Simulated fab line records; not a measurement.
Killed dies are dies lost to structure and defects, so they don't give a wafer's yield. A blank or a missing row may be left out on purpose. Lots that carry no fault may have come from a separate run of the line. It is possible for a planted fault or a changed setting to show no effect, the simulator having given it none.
Check for tools in common | flow n5-finfet | 27 wafers sampled across 9 lots

## WHY IT WAS OPENED
At N5_MOL_CONTACT_COAG_CD_MEAS_84 the reading cd-nm is flagged on 1 of 9 lots. Fault-free wafers read 25.13 nm, with a standard deviation of 0.26.
Rule: flag the lot when none of its wafers has a number, or when each of its wafers that has one lies beyond 4 standard deviations from that mean. The other lots count as sound.

lot  | measured     | on        | cd-nm (nm), wafer by wafer | flag
L226 | day 5 08:51  | cd-sem-01 | 25.55 25.34 24.94          |
L228 | day 5 19:35  | cd-sem-01 | 25.54 24.88 24.81          |
L229 | day 6 03:23  | cd-sem-02 | 25.27 25.26 25.40          |
L231 | day 6 16:01  | cd-sem-03 | 25.47 25.26 24.85          |
L233 | day 7 02:26  | cd-sem-01 | 25.31 25.25 25.21          |
L235 | day 7 15:08  | cd-sem-03 | 25.02 25.26 25.27          |
L239 | day 8 15:49  | cd-sem-03 | 25.50 25.28 25.71          |
L246 | day 10 14:29 | cd-sem-02 | 5.48 20.06 21.59           | FLAGGED
L248 | day 10 17:47 | cd-sem-01 | 25.31 25.36 24.70          |
The mean of the flagged lots' numbers is 15.71 nm, -9.42 nm from the usual (-36 standard deviations).

## LOT BY LOT: THE TOOL USED
The record holds 3 process steps before the reading, out of a route of 1938 steps. Every cell lists first the tool, next ch and the chambers used by the sampled wafers, and last the start.
lot  | flag    | N5_MOL_CONTACT_COAG_PRE_CLEAN_141 | N5_MOL_CONTACT_COAG_CMP_28    | N5_MOL_CONTACT_COAG_EXPOSE_81
L226 |         | pvd-sputter-02, day 5 01:01       | cmp-04 ch 0,2, day 5 07:33    | euv-scanner-01 ch 0, day 5 08:43
L228 |         | pvd-sputter-02, day 5 13:36       | cmp-02 ch 0,2, day 5 18:26    | euv-scanner-01 ch 0, day 5 19:26
L229 |         | pvd-sputter-03, day 5 19:44       | cmp-03 ch 0,1,3, day 6 02:06  | euv-scanner-01 ch 0, day 6 03:15
L231 |         | pvd-sputter-01, day 6 09:03       | cmp-02 ch 0,1, day 6 14:46    | euv-scanner-02 ch 0, day 6 15:53
L233 |         | pvd-sputter-03, day 6 18:55       | cmp-02 ch 1,2, day 7 01:10    | euv-scanner-02 ch 0, day 7 02:17
L235 |         | pvd-sputter-02, day 7 07:39       | cmp-02 ch 0,2,3, day 7 13:21  | euv-scanner-01 ch 0, day 7 15:01
L239 |         | pvd-sputter-03, day 8 07:24       | cmp-03 ch 0,2,3, day 8 12:31  | euv-scanner-01 ch 0, day 8 15:40
L246 | FLAGGED | pvd-sputter-01, day 10 06:58      | cmp-03 ch 0,2,3, day 10 13:20 | euv-scanner-01 ch 0, day 10 14:21
L248 |         | pvd-sputter-02, day 10 11:19      | cmp-04 ch 0,1,3, day 10 16:33 | euv-scanner-02 ch 0, day 10 17:40
What these steps do:
- N5_MOL_CONTACT_COAG_PRE_CLEAN_141: time 60 s.
- N5_MOL_CONTACT_COAG_CMP_28: polishes, stops on SiNx, t overpolish 0.85 s, target thk 14.522 nm.
- N5_MOL_CONTACT_COAG_EXPOSE_81: exposes mask VG, defocus 0 nm.
- N5_MOL_CONTACT_COAG_CD_MEAS_84: target cd 25.1 nm.

## FLAGGED OVER TOTAL, TOOL BY TOOL (the gauges that took the reading come last)
step                              | tool           | lots run | flagged | share of the flagged lots | sound lots run after its first flagged lot
N5_MOL_CONTACT_COAG_PRE_CLEAN_141 | pvd-sputter-01 | 2        | 1       | all                       | 0
N5_MOL_CONTACT_COAG_PRE_CLEAN_141 | pvd-sputter-02 | 4        | 0       | none                      | -
N5_MOL_CONTACT_COAG_PRE_CLEAN_141 | pvd-sputter-03 | 3        | 0       | none                      | -
N5_MOL_CONTACT_COAG_CMP_28        | cmp-02         | 4        | 0       | none                      | -
N5_MOL_CONTACT_COAG_CMP_28        | cmp-03         | 3        | 1       | all                       | 0
N5_MOL_CONTACT_COAG_CMP_28        | cmp-04         | 2        | 0       | none                      | -
N5_MOL_CONTACT_COAG_EXPOSE_81     | euv-scanner-01 | 6        | 1       | all                       | 0
N5_MOL_CONTACT_COAG_EXPOSE_81     | euv-scanner-02 | 3        | 0       | none                      | -
N5_MOL_CONTACT_COAG_CD_MEAS_84    | cd-sem-01      | 4        | 0       | none                      | -
N5_MOL_CONTACT_COAG_CD_MEAS_84    | cd-sem-02      | 2        | 1       | all                       | 0
N5_MOL_CONTACT_COAG_CD_MEAS_84    | cd-sem-03      | 3        | 0       | none                      | -

## WHAT THE TABLE ALLOWS
4 rows of the table ran every flagged lot: pvd-sputter-01 at N5_MOL_CONTACT_COAG_PRE_CLEAN_141, cmp-03 at N5_MOL_CONTACT_COAG_CMP_28, euv-scanner-01 at N5_MOL_CONTACT_COAG_EXPOSE_81, cd-sem-02 at N5_MOL_CONTACT_COAG_CD_MEAS_84.
- pvd-sputter-01 at N5_MOL_CONTACT_COAG_PRE_CLEAN_141 ran 2 lots, 1 of them flagged. A fault beginning between L231 (day 6 09:03), its last sound lot, and L246 (day 10 06:58), its first flagged one, fits the data.
- cmp-03 at N5_MOL_CONTACT_COAG_CMP_28 ran 3 lots, 1 of them flagged. A fault beginning between L239 (day 8 12:31), its last sound lot, and L246 (day 10 13:20), its first flagged one, fits the data.
- euv-scanner-01 at N5_MOL_CONTACT_COAG_EXPOSE_81 ran 6 lots, 1 of them flagged. A fault beginning between L239 (day 8 15:40), its last sound lot, and L246 (day 10 14:21), its first flagged one, fits the data. Its own readings (exposure-dose-mJ-cm2) fall more than 4 standard deviations out on all wafers of the flagged lots.
- cd-sem-02 at N5_MOL_CONTACT_COAG_CD_MEAS_84 ran 2 lots, 1 of them flagged. A fault beginning between L229 (day 6 03:23), its last sound lot, and L246 (day 10 14:29), its first flagged one, fits the data.
A lot count leaves these 4 tools indistinguishable: every one of them fits a fault beginning at some hour. More lots, or a look at what each step does to the wafer, might.

## WHAT THE SIMULATOR HAD INSERTED
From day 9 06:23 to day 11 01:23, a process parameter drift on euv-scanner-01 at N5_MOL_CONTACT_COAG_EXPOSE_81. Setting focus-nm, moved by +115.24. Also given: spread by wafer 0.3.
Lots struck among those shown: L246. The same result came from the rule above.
